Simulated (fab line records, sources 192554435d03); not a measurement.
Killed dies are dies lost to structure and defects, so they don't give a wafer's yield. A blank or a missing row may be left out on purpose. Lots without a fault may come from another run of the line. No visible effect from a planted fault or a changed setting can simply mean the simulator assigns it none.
Matching of chambers    flow n5_finfet    N5_FIN_CUT_STRIP_22 on rie_diel-04: 4 sister chambers
The step strips in N2/H2. 4 wafers are shown with their chamber, then 7 later ones without.

WAFERS PAIRED WITH THEIR CHAMBERS
wafer   chamber  showerhead_plenum_p_Torr (Torr)
L078.3  1        3.41
L078.6  0        3.12
L091.6  3        3.30
L093.4  2        3.43

WAFERS MISSING THEIR CHAMBER
wafer   showerhead_plenum_p_Torr (Torr)
L093.6  3.11
L095.2  3.43
L095.4  3.11
L095.5  3.40
L096.3  3.11
L096.4  3.43
L096.6  3.11

THE CHAMBER EACH PASSED THROUGH
wafer   from the rows above  in truth
L093.6  0                    0
L095.2  2                    2
L095.4  0                    0
L095.5  1                    1
L096.3  0                    0
L096.4  2                    2
L096.6  0                    0
Placed correctly: 7 of 7. Not placeable from these rows: 0. Wrongly placed: 0.
How it was worked out, from the rows above alone: a wafer's distance from a chamber is the root of the sum, over the readings, of the square of ((its reading less the chamber's mean) divided by the reading's scatter). The wafer belongs to the nearest chamber; if the next one is less than 2 further off, it can't be placed. For every chamber, the mean is computed from those of its wafers that are shown. The scatter: with one shown wafer a chamber, the root of the mean of the squares of how far each hidden wafer lies from its nearest shown one.
